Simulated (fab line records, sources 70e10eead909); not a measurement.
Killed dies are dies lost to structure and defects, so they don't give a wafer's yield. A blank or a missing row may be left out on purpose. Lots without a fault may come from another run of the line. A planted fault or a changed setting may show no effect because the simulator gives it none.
Which tool did it? | flow nand_harc | 24 lots, 72 wafers sampled, at 6 steps of a route of 1302

WHAT THE GAUGES READ, wafer by wafer
The record holds no reading of a measuring or inspecting step that can be judged against a usual standard deviation.

WHICH TOOL RAN EACH LOT (tool, then ch and the chambers of the sampled wafers, then the start)
lot  | NHARC_A_STAIRCASE_STRIP_175          | NHARC_A_STAIRCASE_TRIM_193                    | NHARC_A_STAIRCASE_STRIP_205          | NHARC_A_STAIRCASE_DESCUM_219       | NHARC_A_STAIRCASE_TRIM_235                    | NHARC_A_STAIRCASE_STRIP_254
L075 | plasma_asher-02 ch 0,1, day 15 22:10 | rie_diel-02 ch 0,2,3, day 16 05:30 or earlier | plasma_asher-02 ch 0,1, day 16 05:30 | rie_diel-12 ch 1,2,3, day 16 07:03 | rie_diel-04 ch 1,2,3, day 16 11:11 or earlier | plasma_asher-01 ch 0,1, day 16 11:11
L074 | plasma_asher-02 ch 0,1, day 15 22:24 | rie_diel-12 ch 0,1,3, day 16 05:55 or earlier | plasma_asher-01 ch 0,1, day 16 05:55 | rie_diel-12 ch 0,1,3, day 16 07:25 | rie_diel-12 ch 1,2,3, day 16 11:30 or earlier | plasma_asher-02 ch 1, day 16 11:30
L076 | plasma_asher-02 ch 0,1, day 16 21:43 | rie_diel-12 ch 1,3, day 17 01:28 or earlier   | plasma_asher-01 ch 0,1, day 17 01:28 | rie_diel-04 ch 1,3, day 17 02:56   | rie_diel-12 ch 0,1,3, day 17 06:41 or earlier | plasma_asher-01 ch 0,1, day 17 06:41
L078 | plasma_asher-02 ch 0,1, day 17 06:11 | rie_diel-02 ch 0,2,3, day 17 10:25 or earlier | plasma_asher-02 ch 0,1, day 17 10:25 | rie_diel-02 ch 1,2, day 17 11:42   | rie_diel-12 ch 2,3, day 17 13:37              | plasma_asher-01 ch 0,1, day 17 15:51
L079 | plasma_asher-01 ch 0,1, day 17 09:55 | rie_diel-12 ch 0,1, day 17 13:34 or earlier   | plasma_asher-01 ch 0,1, day 17 13:34 | rie_diel-04 ch 1,3, day 17 15:02   | rie_diel-12 ch 0,1,2, day 17 19:49 or earlier | plasma_asher-01 ch 0, day 17 19:49
L077 | plasma_asher-01 ch 0,1, day 17 10:31 | rie_diel-04 ch 0,3, day 17 14:07 or earlier   | plasma_asher-01 ch 0,1, day 17 14:07 | rie_diel-12 ch 1,2, day 17 15:24   | rie_diel-04 ch 0,1,3, day 17 20:09 or earlier | plasma_asher-01 ch 0,1, day 17 20:09
L080 | plasma_asher-01 ch 0,1, day 18 06:49 | rie_diel-12 ch 0,2, day 18 10:55 or earlier   | plasma_asher-01 ch 0,1, day 18 10:55 | rie_diel-04 ch 2,3, day 18 12:17   | rie_diel-02 ch 0,1, day 18 16:14 or earlier   | plasma_asher-02 ch 0,1, day 18 16:14
L081 | plasma_asher-01 ch 0,1, day 18 17:56 | rie_diel-04 ch 1,2,3, day 18 21:29 or earlier | plasma_asher-01 ch 0,1, day 18 21:29 | rie_diel-04 ch 1,2, day 18 22:55   | rie_diel-04 ch 0,2, day 19 02:49 or earlier   | plasma_asher-01 ch 0,1, day 19 02:49
L082 | plasma_asher-01 ch 0,1, day 19 00:28 | rie_diel-04 ch 0,1,3, day 19 04:10 or earlier | plasma_asher-02 ch 0,1, day 19 04:10 | rie_diel-12 ch 0,1,3, day 19 05:28 | rie_diel-04 ch 1,2,3, day 19 12:55 or earlier | plasma_asher-02 ch 0,1, day 19 12:55
L083 | plasma_asher-01 ch 0,1, day 19 00:39 | rie_diel-12 ch 0,2,3, day 19 04:20 or earlier | plasma_asher-01 ch 0,1, day 19 04:20 | rie_diel-02 ch 0,2,3, day 19 05:51 | rie_diel-02 ch 1,2,3, day 19 09:43 or earlier | plasma_asher-01 ch 0,1, day 19 09:43
L084 | plasma_asher-02 ch 0,1, day 19 22:39 | rie_diel-12 ch 1,2, day 20 02:43 or earlier   | plasma_asher-02 ch 0,1, day 20 02:43 | rie_diel-12 ch 0,1,2, day 20 04:12 | rie_diel-12 ch 2,3, day 20 08:06 or earlier   | plasma_asher-01 ch 0,1, day 20 08:06
L085 | plasma_asher-02 ch 0,1, day 20 17:28 | rie_diel-12 ch 0,1, day 20 21:14 or earlier   | plasma_asher-02 ch 0,1, day 20 21:14 | rie_diel-04 ch 1,2, day 20 22:37   | rie_diel-12 ch 0,2,3, day 21 03:03 or earlier | plasma_asher-02 ch 0,1, day 21 03:03
L086 | plasma_asher-01 ch 0,1, day 21 00:05 | rie_diel-12 ch 2,3, day 21 03:40 or earlier   | plasma_asher-01 ch 0,1, day 21 03:40 | rie_diel-02 ch 1,2, day 21 05:08   | rie_diel-12 ch 0,1, day 21 08:55 or earlier   | plasma_asher-01 ch 0,1, day 21 08:55
L087 | plasma_asher-02 ch 0,1, day 21 07:28 | rie_diel-12 ch 0,3, day 21 10:58 or earlier   | plasma_asher-02 ch 1, day 21 10:58   | rie_diel-02 ch 0,1, day 21 12:28   | rie_diel-04 ch 0,1,2, day 21 16:13 or earlier | plasma_asher-02 ch 0,1, day 21 16:13
L088 | plasma_asher-01 ch 0,1, day 22 01:52 | rie_diel-02 ch 0,3, day 22 08:16 or earlier   | plasma_asher-01 ch 0,1, day 22 08:16 | rie_diel-12 ch 0,2,3, day 22 09:47 | rie_diel-12 ch 1,2,3, day 22 13:49 or earlier | plasma_asher-01 ch 0,1, day 22 13:49
L089 | plasma_asher-02 ch 0,1, day 22 02:28 | rie_diel-04 ch 1,2, day 22 06:22 or earlier   | plasma_asher-01 ch 0,1, day 22 06:22 | rie_diel-04 ch 0,2,3, day 22 07:47 | rie_diel-12 ch 2,3, day 22 11:45 or earlier   | plasma_asher-01 ch 0,1, day 22 11:45
L091 | plasma_asher-02 ch 0,1, day 22 12:47 | rie_diel-04 ch 0,1,3, day 22 16:31 or earlier | plasma_asher-02 ch 1, day 22 16:31   | rie_diel-04 ch 0,1,3, day 22 17:55 | rie_diel-12 ch 0,1,2, day 22 22:32 or earlier | plasma_asher-02 ch 0,1, day 22 22:32
L090 | plasma_asher-02 ch 0,1, day 22 13:31 | rie_diel-12 ch 0,3, day 22 17:23 or earlier   | plasma_asher-02 ch 0,1, day 22 17:23 | rie_diel-02 ch 0,1,3, day 22 18:44 | rie_diel-02 ch 0,1, day 22 23:53 or earlier   | plasma_asher-02 ch 1, day 22 23:53
L092 | plasma_asher-01 ch 0,1, day 23 01:40 | rie_diel-04 ch 0,3, day 23 05:23 or earlier   | plasma_asher-02 ch 0,1, day 23 05:23 | rie_diel-04 ch 0,2,3, day 23 06:49 | rie_diel-12 ch 0,2, day 23 11:35 or earlier   | plasma_asher-01 ch 0,1, day 23 11:35
L093 | plasma_asher-01 ch 0,1, day 23 05:32 | rie_diel-12 ch 0,2,3, day 23 09:14 or earlier | plasma_asher-01 ch 0,1, day 23 09:14 | rie_diel-02 ch 0,1,2, day 23 10:45 | rie_diel-12 ch 0,1,2, day 23 15:04 or earlier | plasma_asher-02 ch 0,1, day 23 15:04
L094 | plasma_asher-02 ch 0,1, day 24 01:38 | rie_diel-12 ch 1,2, day 24 05:19 or earlier   | plasma_asher-02 ch 0,1, day 24 05:19 | rie_diel-02 ch 0,1,3, day 24 06:38 | rie_diel-12 ch 0,1,2, day 24 10:27 or earlier | plasma_asher-01 ch 0,1, day 24 10:27
L096 | plasma_asher-02 ch 0, day 24 18:55   | rie_diel-02 ch 2,3, day 24 22:49 or earlier   | plasma_asher-01 ch 0,1, day 24 22:49 | rie_diel-04 ch 0,1, day 25 01:52   | rie_diel-12 ch 0,2,3, day 25 06:41 or earlier | plasma_asher-01 ch 0,1, day 25 06:41
L095 | plasma_asher-01 ch 0,1, day 24 19:10 | rie_diel-04 ch 0,2,3, day 24 23:07 or earlier | plasma_asher-02 ch 1, day 24 23:07   | rie_diel-12 ch 2,3, day 25 01:53   | rie_diel-12 ch 0,1,2, day 25 06:16 or earlier | plasma_asher-01 ch 0,1, day 25 06:16
L097 | plasma_asher-02 ch 0, day 25 18:16   | rie_diel-12 ch 0,1,2, day 25 23:16 or earlier | plasma_asher-02 ch 0,1, day 25 23:16 | rie_diel-12 ch 1,2, day 26 00:47   | rie_diel-04 ch 0,1,2, day 26 04:46 or earlier | plasma_asher-01 ch 0,1, day 26 04:46
- NHARC_A_STAIRCASE_STRIP_175: strips in O2.
- NHARC_A_STAIRCASE_TRIM_193: chemistry O2, time 211.2 s.
- NHARC_A_STAIRCASE_STRIP_205: strips in O2.
- NHARC_A_STAIRCASE_DESCUM_219: chemistry O2, time 3 s.
- NHARC_A_STAIRCASE_TRIM_235: chemistry O2, time 211.2 s.
- NHARC_A_STAIRCASE_STRIP_254: strips in O2.

WHAT THE TOOLS THEMSELVES READ (means of the sampled wafers that have a number; where no wafer has one, the mark that the record gives instead)
NHARC_A_STAIRCASE_STRIP_175. Usual: drypump_motor_current_A 5.9 A, standard deviation 0.43; heater_power_w 308 W, standard deviation 15.
lot  | tool            | drypump_motor_current_A (A) | heater_power_w (W) | flag
L075 | plasma_asher-02 | 6.2                         | 309                |
L074 | plasma_asher-02 | 6.4                         | 314                |
L076 | plasma_asher-02 | 6.3                         | 323                |
L078 | plasma_asher-02 | 6.3                         | 315                |
L079 | plasma_asher-01 | 5.5                         | 305                |
L077 | plasma_asher-01 | 5.4                         | 302                |
L080 | plasma_asher-01 | 5.5                         | 302                |
L081 | plasma_asher-01 | 5.4                         | 304                |
L082 | plasma_asher-01 | 5.5                         | 296                |
L083 | plasma_asher-01 | 5.4                         | 306                |
L084 | plasma_asher-02 | 6.2                         | 301                |
L085 | plasma_asher-02 | 6.2                         | 304                |
L086 | plasma_asher-01 | 5.4                         | 310                |
L087 | plasma_asher-02 | 6.2                         | 302                |
L088 | plasma_asher-01 | 5.4                         | 307                |
L089 | plasma_asher-02 | 6.3                         | 315                |
L091 | plasma_asher-02 | 6.3                         | 315                |
L090 | plasma_asher-02 | 6.2                         | 309                |
L092 | plasma_asher-01 | 5.5                         | 317                |
L093 | plasma_asher-01 | 5.5                         | 312                |
L094 | plasma_asher-02 | 6.3                         | 315                |
L096 | plasma_asher-02 | 6.0                         | 295                |
L095 | plasma_asher-01 | 5.5                         | 303                |
L097 | plasma_asher-02 | 6.0                         | 293                |

NHARC_A_STAIRCASE_TRIM_193. Usual: drypump_motor_current_A 5.9 A, standard deviation 0.5; oes_product_au 1.001 a.u., standard deviation 0.011; rf_vpp_V 58.0 V, standard deviation 0.89; showerhead_plenum_p_Torr 3.60 Torr, standard deviation 0.15; throttle_valve_pct 17.036 %, standard deviation 0.0084.
lot  | tool        | drypump_motor_current_A (A) | oes_product_au (a.u.) | rf_vpp_V (V) | showerhead_plenum_p_Torr (Torr) | throttle_valve_pct (%) | flag
L075 | rie_diel-02 | 5.9                         | 1.004                 | 58.2         | 3.62                            | 17.036                 |
L074 | rie_diel-12 | 6.1                         | 0.993                 | 57.7         | 3.54                            | 17.043                 |
L076 | rie_diel-12 | 6.2                         | 1.000                 | 58.3         | 3.66                            | 17.037                 |
L078 | rie_diel-02 | 5.9                         | 0.998                 | 57.5         | 3.61                            | 17.030                 |
L079 | rie_diel-12 | 6.1                         | 0.994                 | 57.2         | 3.41                            | 17.036                 |
L077 | rie_diel-04 | 5.8                         | 1.000                 | 58.5         | 3.64                            | 17.037                 |
L080 | rie_diel-12 | 5.5                         | 1.002                 | 57.7         | 3.35                            | 17.044                 |
L081 | rie_diel-04 | 6.1                         | 0.998                 | 58.6         | 3.77                            | 17.031                 |
L082 | rie_diel-04 | 5.8                         | 1.005                 | 58.7         | 3.66                            | 17.036                 |
L083 | rie_diel-12 | 5.7                         | 1.008                 | 58.4         | 3.44                            | 17.032                 |
L084 | rie_diel-12 | 6.2                         | 1.008                 | 57.3         | 3.54                            | 17.033                 |
L085 | rie_diel-12 | 6.4                         | 0.995                 | 58.1         | 3.69                            | 17.038                 |
L086 | rie_diel-12 | 5.5                         | 1.010                 | 57.4         | 3.47                            | 17.033                 |
L087 | rie_diel-12 | 5.9                         | 1.002                 | 59.2         | 3.71                            | 17.036                 |
L088 | rie_diel-02 | 6.0                         | 0.988                 | 57.3         | 3.62                            | 17.042                 |
L089 | rie_diel-04 | 6.1                         | 0.999                 | 58.6         | 3.78                            | 17.033                 |
L091 | rie_diel-04 | 5.8                         | 0.995                 | 57.5         | 3.64                            | 17.035                 |
L090 | rie_diel-12 | 5.9                         | 1.012                 | 58.3         | 3.70                            | 17.043                 |
L092 | rie_diel-04 | 5.8                         | 1.002                 | 58.0         | 3.61                            | 17.038                 |
L093 | rie_diel-12 | 5.7                         | 1.005                 | 58.0         | 3.60                            | 17.035                 |
L094 | rie_diel-12 | 5.8                         | 1.010                 | 57.1         | 3.44                            | 17.039                 |
L096 | rie_diel-02 | 5.6                         | 1.000                 | 57.6         | 3.58                            | 17.024                 |
L095 | rie_diel-04 | 5.9                         | 1.001                 | 57.7         | 3.64                            | 17.038                 |
L097 | rie_diel-12 | 5.9                         | 1.010                 | 58.1         | 3.58                            | 17.045                 |

NHARC_A_STAIRCASE_STRIP_205. Usual: drypump_motor_current_A 5.9 A, standard deviation 0.43; heater_power_w 308 W, standard deviation 15.
lot  | tool            | drypump_motor_current_A (A) | heater_power_w (W) | flag
L075 | plasma_asher-02 | 6.2                         | 307                |
L074 | plasma_asher-01 | 5.5                         | 298                |
L076 | plasma_asher-01 | 5.5                         | 302                |
L078 | plasma_asher-02 | 6.2                         | 311                |
L079 | plasma_asher-01 | 5.5                         | 298                |
L077 | plasma_asher-01 | 5.5                         | 298                |
L080 | plasma_asher-01 | 5.5                         | 296                |
L081 | plasma_asher-01 | 5.4                         | 311                |
L082 | plasma_asher-02 | 6.2                         | 301                |
L083 | plasma_asher-01 | 5.4                         | 306                |
L084 | plasma_asher-02 | 6.2                         | 304                |
L085 | plasma_asher-02 | 6.2                         | 307                |
L086 | plasma_asher-01 | 5.5                         | 313                |
L087 | plasma_asher-02 | 6.5                         | 325                |
L088 | plasma_asher-01 | 5.5                         | 298                |
L089 | plasma_asher-01 | 5.4                         | 306                |
L091 | plasma_asher-02 | 6.5                         | 326                |
L090 | plasma_asher-02 | 6.3                         | 320                |
L092 | plasma_asher-02 | 6.3                         | 316                |
L093 | plasma_asher-01 | 5.5                         | 307                |
L094 | plasma_asher-02 | 6.2                         | 304                |
L096 | plasma_asher-01 | 5.5                         | 312                |
L095 | plasma_asher-02 | 6.5                         | 326                |
L097 | plasma_asher-02 | 6.2                         | 302                |

NHARC_A_STAIRCASE_DESCUM_219. Usual: drypump_motor_current_A 5.8 A, standard deviation 0.5; oes_product_au 1.000 a.u., standard deviation 0.011; rf_vpp_V 57.9 V, standard deviation 0.95; showerhead_plenum_p_Torr 1.96 Torr, standard deviation 0.086; throttle_valve_pct 11.311 %, standard deviation 0.0099.
lot  | tool        | drypump_motor_current_A (A) | oes_product_au (a.u.) | rf_vpp_V (V) | showerhead_plenum_p_Torr (Torr) | throttle_valve_pct (%) | flag
L075 | rie_diel-12 | 6.0                         | 0.998                 | 57.4         | 1.94                            | 11.311                 |
L074 | rie_diel-12 | 6.1                         | 1.003                 | 58.0         | 1.92                            | 11.307                 |
L076 | rie_diel-04 | 6.1                         | 0.998                 | 58.8         | 2.04                            | 11.331                 |
L078 | rie_diel-02 | 5.3                         | 0.987                 | 58.3         | 1.92                            | 11.309                 |
L079 | rie_diel-04 | 6.0                         | 0.985                 | 57.3         | 2.06                            | 11.324                 |
L077 | rie_diel-12 | 5.8                         | 1.005                 | 57.1         | 1.88                            | 11.309                 |
L080 | rie_diel-04 | 6.2                         | 0.997                 | 58.2         | 2.06                            | 11.308                 |
L081 | rie_diel-04 | 6.2                         | 1.000                 | 58.5         | 2.07                            | 11.309                 |
L082 | rie_diel-12 | 6.1                         | 0.992                 | 57.3         | 1.91                            | 11.312                 |
L083 | rie_diel-02 | 5.9                         | 1.007                 | 58.5         | 1.95                            | 11.320                 |
L084 | rie_diel-12 | 5.9                         | 1.008                 | 57.8         | 1.96                            | 11.302                 |
L085 | rie_diel-04 | 6.2                         | 1.003                 | 57.6         | 2.06                            | 11.306                 |
L086 | rie_diel-02 | 5.2                         | 0.997                 | 58.1         | 1.91                            | 11.306                 |
L087 | rie_diel-02 | 5.6                         | 0.997                 | 58.3         | 1.93                            | 11.313                 |
L088 | rie_diel-12 | 5.7                         | 1.006                 | 57.7         | 1.96                            | 11.312                 |
L089 | rie_diel-04 | 5.9                         | 0.997                 | 57.7         | 1.98                            | 11.311                 |
L091 | rie_diel-04 | 5.8                         | 0.999                 | 58.5         | 1.98                            | 11.318                 |
L090 | rie_diel-02 | 5.7                         | 0.998                 | 58.2         | 1.94                            | 11.318                 |
L092 | rie_diel-04 | 5.9                         | 1.002                 | 58.2         | 1.98                            | 11.303                 |
L093 | rie_diel-02 | 5.8                         | 0.994                 | 57.6         | 1.92                            | 11.321                 |
L094 | rie_diel-02 | 5.8                         | 1.000                 | 58.3         | 1.94                            | 11.311                 |
L096 | rie_diel-04 | 5.8                         | 1.001                 | 57.0         | 1.99                            | 11.313                 |
L095 | rie_diel-12 | 5.5                         | 1.020                 | 57.2         | 1.87                            | 11.312                 |
L097 | rie_diel-12 | 5.8                         | 1.013                 | 57.4         | 1.86                            | 11.313                 |

NHARC_A_STAIRCASE_TRIM_235. Usual: drypump_motor_current_A 5.9 A, standard deviation 0.52; oes_product_au 1.003 a.u., standard deviation 0.011; rf_vpp_V 57.9 V, standard deviation 0.92; showerhead_plenum_p_Torr 3.59 Torr, standard deviation 0.16; throttle_valve_pct 17.036 %, standard deviation 0.0096.
lot  | tool        | drypump_motor_current_A (A) | oes_product_au (a.u.) | rf_vpp_V (V) | showerhead_plenum_p_Torr (Torr) | throttle_valve_pct (%) | flag
L075 | rie_diel-04 | 6.2                         | 0.993                 | 57.9         | 3.79                            | 17.034                 |
L074 | rie_diel-12 | 6.0                         | 0.998                 | 57.5         | 3.57                            | 17.046                 |
L076 | rie_diel-12 | 6.1                         | 0.999                 | 57.8         | 3.53                            | 17.035                 |
L078 | rie_diel-12 | 5.5                         | 1.008                 | 57.7         | 3.48                            | 17.036                 |
L079 | rie_diel-12 | 5.9                         | 0.995                 | 57.2         | 3.44                            | 17.032                 |
L077 | rie_diel-04 | 5.8                         | 0.998                 | 58.0         | 3.66                            | 17.037                 |
L080 | rie_diel-02 | 5.6                         | 0.994                 | 57.4         | 3.56                            | 17.029                 |
L081 | rie_diel-04 | 5.6                         | 1.002                 | 58.0         | 3.57                            | 17.031                 |
L082 | rie_diel-04 | 6.1                         | 0.999                 | 57.9         | 3.77                            | 17.033                 |
L083 | rie_diel-02 | 5.4                         | 0.998                 | 57.9         | 3.56                            | 17.027                 |
L084 | rie_diel-12 | 5.5                         | 1.008                 | 57.7         | 3.47                            | 17.038                 |
L085 | rie_diel-12 | 5.7                         | 1.020                 | 57.7         | 3.61                            | 17.033                 |
L086 | rie_diel-12 | 6.1                         | 0.995                 | 56.9         | 3.74                            | 17.041                 |
L087 | rie_diel-04 | 5.9                         | 1.007                 | 58.4         | 3.67                            | 17.037                 |
L088 | rie_diel-12 | 6.0                         | 1.007                 | 57.3         | 3.55                            | 17.037                 |
L089 | rie_diel-12 | 5.5                         | 1.014                 | 58.2         | 3.46                            | 17.025                 |
L091 | rie_diel-12 | 5.9                         | 1.006                 | 58.2         | 3.59                            | 17.051                 |
L090 | rie_diel-02 | 5.6                         | 0.996                 | 58.7         | 3.54                            | 17.038                 |
L092 | rie_diel-12 | 5.5                         | 1.001                 | 57.8         | 3.50                            | 17.036                 |
L093 | rie_diel-12 | 5.9                         | 1.004                 | 57.7         | 3.59                            | 17.045                 |
L094 | rie_diel-12 | 5.9                         | 1.006                 | 58.6         | 3.59                            | 17.039                 |
L096 | rie_diel-12 | 5.7                         | 1.016                 | 57.9         | 3.59                            | 17.031                 |
L095 | rie_diel-12 | 5.9                         | 1.014                 | 58.4         | 3.58                            | 17.031                 |
L097 | rie_diel-04 | 5.9                         | 0.999                 | 58.0         | 3.65                            | 17.044                 |

NHARC_A_STAIRCASE_STRIP_254. Usual: drypump_motor_current_A 5.7 A, standard deviation 0.4; heater_power_w 308 W, standard deviation 14.
lot  | tool            | drypump_motor_current_A (A) | heater_power_w (W) | flag
L075 | plasma_asher-01 | 5.5                         | 301                |
L074 | plasma_asher-02 | 6.5                         | 328                |
L076 | plasma_asher-01 | 5.4                         | 305                |
L078 | plasma_asher-01 | 5.4                         | 309                |
L079 | plasma_asher-01 | 5.4                         | 314                |
L077 | plasma_asher-01 | 5.5                         | 308                |
L080 | plasma_asher-02 | 6.3                         | 317                |
L081 | plasma_asher-01 | 5.4                         | 310                |
L082 | plasma_asher-02 | 6.3                         | 312                |
L083 | plasma_asher-01 | 5.5                         | 301                |
L084 | plasma_asher-01 | 5.5                         | 296                |
L085 | plasma_asher-02 | 6.3                         | 316                |
L086 | plasma_asher-01 | 5.4                         | 304                |
L087 | plasma_asher-02 | 6.2                         | 308                |
L088 | plasma_asher-01 | 5.5                         | 308                |
L089 | plasma_asher-01 | 5.5                         | 310                |
L091 | plasma_asher-02 | 6.2                         | 304                |
L090 | plasma_asher-02 | 6.5                         | 328                |
L092 | plasma_asher-01 | 5.4                         | 320                |
L093 | plasma_asher-02 | 6.3                         | 318                |
L094 | plasma_asher-01 | 5.4                         | 321                |
L096 | plasma_asher-01 | 5.5                         | 315                |
L095 | plasma_asher-01 | 5.5                         | 316                |
L097 | plasma_asher-01 | 5.5                         | 303                |

THE ANSWER, worked out from the rows above alone
Rule: a lot is off if the mean of its wafers that have a number lies more than 3 standard deviations from the usual mean. A lot without any number at a reading at which 4 lots or more have one is off too. The other lots that the step has rows for count as sound. The gauges are gone through in route order, then the tools' own readings, and for those a lot's mean is taken as printed above. The first step at which some lot is off is used, and at that step the reading that is off furthest; a lot without a number counts as furthest.
No lot is off at any reading shown: from this, nothing can be told.

WHAT THE SIMULATOR HAD PUT IN
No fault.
